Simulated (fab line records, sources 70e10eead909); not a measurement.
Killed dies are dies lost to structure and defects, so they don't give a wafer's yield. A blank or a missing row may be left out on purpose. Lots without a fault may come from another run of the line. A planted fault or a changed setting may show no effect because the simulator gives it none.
fab line records | flow nand_harc
record lots=12 wafers=33 last_day=33
route steps=1302 shown A_BLC@1119 A_M0@1145 END@1302
lots that met no fault: from a run of the same line without faults
start_h: hours from the record's first day to the start of the lot's first wafer shown | wait_h: hours since the lot's step before | " the same as in the row above | L1.1+2: a row that stands for several wafers | - no value, or no start given | * or withheld: withheld | < > ~ a bound
route shown NAME@n: a module of which the file shows steps, and the number in the route of the first | usual: mean/standard deviation of fault-free wafers | same: alike in all rows | chamber/n: place in a boat | sites: the reading at each site | _std_site: their standard deviation | _edge_site: outer sites' mean less inner sites' | radius_mm: how far each site lies from the wafer's centre | mask NAME#n: copy n | behind: the tool/chamber that last shaped the wafer | hold: why the lot was held/for how many hours/how that ended | device: the transistor (n, p or np) that didn't switch | end of line: the same wafers' tests at the end of the route | a step without rows: its recipe alone | killed: dies lost to structure and defects at the first sort, not the wafer's yield | map: a wafer's dies, x killed, . not, _ none there
set.NAME: the setting as run; set.NAME@STEP: as run at that earlier step | model.NAME: the simulator's own value behind a step, which no gauge read
steps of the route over a sample of lots; a table a step, a row a wafer
services: from which hour (start_h, from the record's first day; less than 0 if before it) a tool's chamber was out of use, for how many hours, and why
## steps
# step NHARC_A_BLC_INSPECT_12
# usual raw_defect_count=92/35
# columns lot.wafer tool chamber start_h wait_h raw_defect_count
L357.2 defect_inspect-02 - 518.23 0.0 11
L357.4 " - " " 19
L357.5 " - " " 11
L359.1 defect_inspect-02 - 533.93 0.0 25
L359.2 " - " " 26
L359.3 " - " " 36
L361.3 defect_inspect-01 - 558.31 0.0 120
L361.4 " - " " 115
L361.6 " - " " 112
L366.6 defect_inspect-02 - 599.60 0.0 87
L365.3 defect_inspect-02 - 601.16 0.0 141
L365.4 " - " " 131
L371.2 defect_inspect-02 - 656.88 0.0 50
L371.3 " - " " 46
L371.5 " - " " 41
L374.2 defect_inspect-01 - 684.48 0.0 110
L374.5 " - " " 92
L374.6 " - " " 109
L373.2 defect_inspect-02 - 691.40 0.0 92
L373.5 " - " " 91
L373.6 " - " " 74
L375.2 defect_inspect-02 - 711.07 0.0 120
L375.4 " - " " 119
L375.5 " - " " 129
L376.1 defect_inspect-01 - 714.75 0.0 26
L376.2 " - " " 26
L376.5 " - " " 22
L379.1 defect_inspect-01 - 729.26 0.0 62
L379.2 " - " " 75
L379.4 " - " " 68
L377.1 defect_inspect-01 - 738.10 0.0 75
L377.3 " - " " 92
L377.5 " - " " 77
# step NHARC_A_BLC_ETCH_17
# recipe target_depth_a=3900 over_etch_frac=0.25 time_s=609.38 ion_energy_ev=200 n2_flow_sccm=150 h2_flow_sccm=150 ar_flow_sccm=0 rf_w=400 bias_w=150 chemistry=N2/H2
# usual drypump_motor_current_A=5.60/0.23 oes_product_au=1.001/0.0072 rf_vpp_V=431/3.3 showerhead_plenum_p_Torr=2.06/0.11 throttle_valve_pct=14.170/0.0089
# columns lot.wafer tool chamber start_h wait_h drypump_motor_current_A oes_product_au rf_hours_counter_h rf_vpp_V showerhead_plenum_p_Torr throttle_valve_pct
L357.2 rie_diel-02 2 - - 6.58 0.989 24 434 2.10 14.169
L357.4 " 0 " " 5.90 0.999 40 429 1.98 14.174
L357.5 " 2 " " 6.59 0.996 - 431 2.10 14.181
L359.1 rie_diel-06 0 - - 5.43 0.999 2 434 2.18 14.171
L359.2 " 1 " " 5.29 0.984 2 427 1.92 14.160
L359.3 " 2 " " 5.63 0.998 2 435 2.20 14.157
L361.4 rie_diel-06 2 - - 5.66 1.007 3 435 2.20 14.184
L361.3 " 1 " " 5.30 0.997 3 427 1.92 14.169
L361.6 " 2 " " 5.62 0.999 - 435 2.20 14.159
L366.6 rie_diel-06 1 - - 5.29 0.995 - 427 1.92 14.183
L365.4 rie_diel-06 0 - - 5.45 0.985 6 435 2.18 14.183
L365.3 " 1 " " 5.29 0.995 6 426 1.92 14.162
L371.3 rie_diel-02 3 - - 5.82 0.986 24 435 2.21 14.167
L371.2 " 1 " " 5.45 0.995 21 433 2.15 14.154
L371.5 " 3 " " 5.81 0.977 - 436 2.21 14.176
L374.2 rie_diel-06 3 - - 5.83 0.996 1 427 1.92 14.157
L374.6 " 2 " " 5.68 0.993 - 435 2.19 14.159
L374.5 " 3 " " 5.85 1.002 - 426 1.92 14.166
L373.2 rie_diel-10 3 - - 5.37 1.010 8 428 1.96 14.179
L373.5 " 0 " " 5.64 1.002 - 432 2.12 14.181
L373.6 " 1 " " 5.72 1.014 - 431 2.01 14.176
L375.4 rie_diel-10 1 - - 5.72 0.998 9 430 2.01 14.161
L375.2 " 3 " " 5.35 0.996 9 429 1.96 14.178
L375.5 " 2 " " 5.50 1.007 - 435 2.18 14.162
L376.1 rie_diel-06 2 - - 5.70 1.002 2 434 2.19 14.170
L376.2 " 0 " " 5.44 0.997 1 434 2.18 14.162
L376.5 " 1 " " 5.31 1.008 - 427 1.92 14.170
L379.2 rie_diel-10 1 - - 5.71 1.014 11 431 2.01 14.165
L379.1 " 2 " " 5.52 1.000 9 434 2.18 14.175
L379.4 " 3 " " 5.36 0.999 11 428 1.96 14.178
L377.1 rie_diel-06 3 - - 5.85 1.011 3 427 1.92 14.176
L377.3 " 1 " " 5.31 1.000 4 427 1.92 14.174
L377.5 " 3 " " 5.79 1.018 - 428 1.92 14.177
# step NHARC_A_BLC_CMP_25
# recipe t_overpolish_s=30 target_thk_nm=150
# usual motor_current_A=12.4/0.57 overpolish_run_s=29.999/0.0089 time_to_endpoint_s=29.7/2.3
# columns lot.wafer tool chamber start_h wait_h motor_current_A overpolish_run_s time_to_endpoint_s
L357.2 cmp-03 1 520.84 0.4 11.7 29.997 29.4
L357.4 " 2 " " 12.1 29.993 27.5
L357.5 " 1 " " 12.1 29.990 28.7
L359.3 cmp-03 0 536.73 0.3 12.8 29.996 28.0
L359.2 " 1 " " 12.0 29.980 28.1
L359.1 " 2 " " 11.9 29.996 28.5
L361.4 cmp-04 3 560.94 0.2 13.5 30.010 29.6
L361.3 " 0 " " 12.3 30.024 32.4
L361.6 " 3 " " 13.5 30.011 29.4
L366.6 cmp-01 0 602.82 0.2 13.0 29.998 29.4
L365.3 cmp-03 0 603.84 0.3 12.9 30.004 29.6
L365.4 " 2 " " 12.3 29.999 31.9
L371.2 cmp-03 2 659.60 0.4 12.3 30.005 29.5
L371.3 " 3 " " 11.6 30.009 33.0
L371.5 " 3 " " 12.1 30.005 32.0
L374.2 cmp-01 0 687.15 0.4 11.7 30.003 29.2
L374.5 " 2 " " 12.6 29.998 27.8
L374.6 " 3 " " 11.8 29.999 30.3
L373.2 cmp-03 2 694.05 0.4 12.4 29.995 29.5
L373.6 " 0 " " 13.2 30.000 28.1
L373.5 " 1 " " 11.7 29.994 28.7
L375.4 cmp-04 3 713.67 0.3 13.7 29.995 30.8
L375.2 " 0 " " 12.6 29.994 31.4
L375.5 " 0 " " 12.3 29.986 29.9
L376.2 cmp-03 1 717.34 0.4 11.8 30.000 27.7
L376.1 " 2 " " 12.5 30.003 29.3
L376.5 " 2 " " 12.3 30.011 27.3
L379.2 cmp-03 0 731.87 0.5 13.6 29.992 26.6
L379.4 " 1 " " 12.3 29.989 25.8
L379.1 " 2 " " 12.2 30.001 25.1
L377.1 cmp-01 0 740.70 0.5 12.2 30.012 32.5
L377.3 " 1 " " 12.6 29.998 29.7
L377.5 " 1 " " 12.2 29.997 30.7
# step NHARC_A_M0_PEB_07
# recipe peb_temp_c=100 peb_time_s=65
# usual heater_power_total_W=156.6/0.44 plate_temp_C=100.00/0.14
# columns lot.wafer tool chamber start_h wait_h heater_power_total_W plate_temp_C
L357.2 litho_track-01 0 522.20 0.1 157.1 100.01
L357.4 " 0 " " 157.1 100.13
L357.5 " 0 " " 157.1 99.78
L359.1 litho_track-01 0 537.96 0.1 156.0 99.95
L359.2 " 0 " " 157.2 99.94
L359.3 " 0 " " 157.2 99.81
L361.3 litho_track-04 0 562.73 0.1 156.8 99.83
L361.4 " 0 " " 156.4 99.95
L361.6 " 0 " " 157.1 100.10
L366.6 litho_track-04 0 603.95 0.0 157.3 100.61
L365.3 litho_track-04 0 612.19 0.1 158.1 100.73
L365.4 " 0 " " 157.9 100.74
L371.2 litho_track-06 0 660.85 0.1 156.0 99.98
L371.3 " 0 " " 156.2 100.08
L371.5 " 0 " " 156.1 100.18
L374.2 litho_track-06 0 688.33 0.1 156.5 99.77
L374.5 " 0 " " 157.0 99.89
L374.6 " 0 " " 157.0 99.68
L373.2 litho_track-04 0 695.23 0.1 156.0 99.94
L373.5 " 0 " " 156.2 100.01
L373.6 " 0 " " 156.0 99.93
L375.2 litho_track-06 0 714.92 0.1 156.8 99.95
L375.4 " 0 " " 156.1 99.85
L375.5 " 0 " " 156.5 99.95
L376.1 litho_track-06 0 718.46 0.1 156.5 99.96
L376.2 " 0 " " 155.9 99.80
L376.5 " 0 " " 157.1 100.07
L379.1 litho_track-01 0 733.09 0.1 156.0 100.02
L379.2 " 0 " " 157.1 100.01
L379.4 " 0 " " 157.1 100.02
L377.1 litho_track-04 0 741.81 0.1 156.9 100.03
L377.3 " 0 " " 156.3 99.87
L377.5 " 0 " " 156.0 100.07
# step NHARC_A_M0_CD_MEAS_09
# recipe target_cd_nm=80 landing_energy_ev=500
# usual cd_nm=79.8/0.61
# columns lot.wafer tool chamber start_h wait_h hold cd_nm
L357.2 cd_sem-03 0 522.28 - - 79.2
L357.4 " 0 " " - 78.6
L357.5 " 0 " " - 79.6
L359.1 cd_sem-02 0 538.04 - - 80.2
L359.2 " 0 " " - 80.3
L359.3 " 0 " " - 79.8
L361.3 cd_sem-02 0 562.81 - - 80.3
L361.4 " 0 " " - 80.0
L361.6 " 0 " " - 80.4
L366.6 cd_sem-02 0 604.04 - - 81.2
L365.3 cd_sem-03 0 612.28 - await_dispo/0.2h/release 82.8
L365.4 " 0 " " await_dispo/0.2h/release 82.4
L365.3 cd_sem-03 0 - - - 83.0
L365.4 " 0 " " - 82.5
L371.2 cd_sem-01 0 660.93 - - 79.7
L371.3 " 0 " " - 80.1
L371.5 " 0 " " - 81.0
L374.2 cd_sem-03 0 688.41 - - 80.2
L374.5 " 0 " " - 80.0
L374.6 " 0 " " - 80.4
L373.2 cd_sem-02 0 695.31 - - 81.1
L373.5 " 0 " " - 80.8
L373.6 " 0 " " - 79.3
L375.2 cd_sem-03 0 715.00 - - 80.5
L375.4 " 0 " " - 80.3
L375.5 " 0 " " - 80.5
L376.1 cd_sem-03 0 718.54 - - 78.6
L376.2 " 0 " " - 78.3
L376.5 " 0 " " - 79.2
L379.1 cd_sem-03 0 733.17 - - 80.2
L379.2 " 0 " " - 81.0
L379.4 " 0 " " - 80.5
L377.1 cd_sem-03 0 741.89 - - 80.2
L377.3 " 0 " " - 79.5
L377.5 " 0 " " - 79.4
# step NHARC_END_SORT_01
# recipe temp_c=25
# usual defect_limited_yield=90.6/2.7 killed_at_array=59/19 killed_at_other=0.6/0.85 killed_at_periphery=3.8/2.5 killed_dies=64/19 killed_open=3.3/1.8 killed_short=2.2/1.6
# same gross_dies=677
# columns lot.wafer tool chamber start_h wait_h defect_limited_yield[%] killed_at_array killed_at_other killed_at_periphery killed_dies killed_open killed_short
L366.6 prober-02 0 648.60 4.0 91.7 53 2 1 56 0 2
L365.3 prober-01 0 678.96 3.1 86.9 89 0 0 89 6 3
L365.4 prober-01 0 679.76 3.4 87.9 78 1 3 82 3 3
L374.2 prober-01 0 728.35 2.8 87.9 77 3 2 82 2 2
L374.5 prober-01 0 730.71 3.7 89.2 72 1 0 73 2 0
L374.6 prober-01 0 731.50 3.9 88.8 71 1 4 76 1 0
# killed by level:class
L366.6 A_SLIT:chamber_film_flake=28 A_CHANNEL_HOLE_D2:chamber_film_flake=15 A_STAIRCASE:chamber_film_flake=4 A_CHANNEL_HOLE_D1:chamber_film_flake=3 THIN_TSV:chamber_film_flake=2 A_ONON_D1:geometric_particle:short=1 A_WL_FILL:geometric_particle:short=1 P_ZERO_WELL:chamber_film_flake=1
L365.3 A_CHANNEL_HOLE_D1:chamber_film_flake=34 A_SLIT:chamber_film_flake=23 A_CHANNEL_HOLE_D2:chamber_film_flake=14 A_BONDPAD:chamber_film_flake=3 A_CHANNEL_FILL_D2:geometric_particle:short=2 A_CHANNEL_FILL_D2:geometric_particle:open=2 A_STAIRCASE:chamber_film_flake=2 A_CONTACT:chamber_film_flake=2
L365.4 A_SLIT:chamber_film_flake=25 A_CHANNEL_HOLE_D1:chamber_film_flake=21 A_CHANNEL_HOLE_D2:chamber_film_flake=15 A_CONTACT:chamber_film_flake=4 A_BONDPAD:chamber_film_flake=4 A_CHANNEL_FILL_D2:chamber_film_flake=2 P_M0:geometric_particle:open=1 A_ONON_D1:geometric_particle:short=1
L374.2 A_CHANNEL_HOLE_D1:chamber_film_flake=35 A_CHANNEL_HOLE_D2:chamber_film_flake=21 A_SGD_CUT:chamber_film_flake=6 A_STAIRCASE:chamber_film_flake=3 A_CONTACT:chamber_film_flake=3 THIN_TSV:chamber_film_flake=3 A_SLIT:chamber_film_flake=2 A_CHANNEL_FILL_D2:chamber_film_flake=2
L374.5 A_CHANNEL_HOLE_D1:chamber_film_flake=29 A_CHANNEL_HOLE_D2:chamber_film_flake=19 A_SLIT:chamber_film_flake=6 A_WL_FILL:chamber_film_flake=5 A_SGD_CUT:chamber_film_flake=4 A_CONTACT:chamber_film_flake=3 A_STAIRCASE:chamber_film_flake=2 A_CHANNEL_HOLE_D2:geometric_particle:open=1
L374.6 A_CHANNEL_HOLE_D1:chamber_film_flake=25 A_CHANNEL_HOLE_D2:chamber_film_flake=22 P_ZERO_WELL:chamber_film_flake=4 A_SGD_CUT:chamber_film_flake=4 A_CONTACT:chamber_film_flake=4 A_CHANNEL_FILL_D2:chamber_film_flake=3 A_SLIT:chamber_film_flake=3 A_ZERO_WELL:chamber_film_flake=2
## services
# columns tool chamber start_h hours kind
cmp-04 - 503.14 4.0 pm
litho_track-01 - 505.00 7.0 pm
rie_diel-06 - 511.52 1.0 repair
cmp-01 - 528.89 2.1 repair
litho_track-06 - 529.00 7.0 pm
rie_diel-06 3 531.93 3.5 repair
cmp-03 - 540.96 0.5 repair
rie_diel-10 1 544.53 6.9 repair
litho_track-04 - 553.00 7.0 pm
cmp-01 - 553.45 1.9 repair
rie_diel-06 0 553.56 3.6 repair
cmp-03 - 554.00 4.0 pm
rie_diel-02 - 570.70 9.0 pm
cmp-03 - 571.65 4.2 repair
cmp-01 - 577.57 4.0 pm
rie_diel-10 - 596.92 9.0 pm
cmp-03 - 623.95 6.7 repair
rie_diel-10 2 634.53 4.5 repair
cmp-03 - 652.00 4.0 pm
rie_diel-06 - 661.20 9.0 pm
cmp-01 - 675.57 4.0 pm
litho_track-01 - 680.00 7.0 pm
litho_track-06 - 704.00 7.0 pm
litho_track-04 - 728.00 7.0 pm
## key
first_sign step=NHARC_A_M0_PEB_07 reading=plate_temp_C direction=up sigmas=4.8 usual=* struck=*
effect step=NHARC_A_M0_PEB_07 reading=heater_power_total_W direction=up sigmas=2.6 usual=* struck=*
effect step=NHARC_A_M0_CD_MEAS_09 reading=visit direction=added
met_at NHARC_A_M0_PEB_07
struck_lots L365,L366
not_acting_at NHARC_A_BLC_INSPECT_12,NHARC_A_BLC_ETCH_17,NHARC_A_BLC_CMP_25
onset_between 562.73 603.95
fault kind=process_parameter_drift tool=litho_track-04 chamber=- onset_h=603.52 steps=NHARC_A_M0_PEB_07 channel=peb_temp_c offset=* shape=step end_h=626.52 acts_in=* stated=*
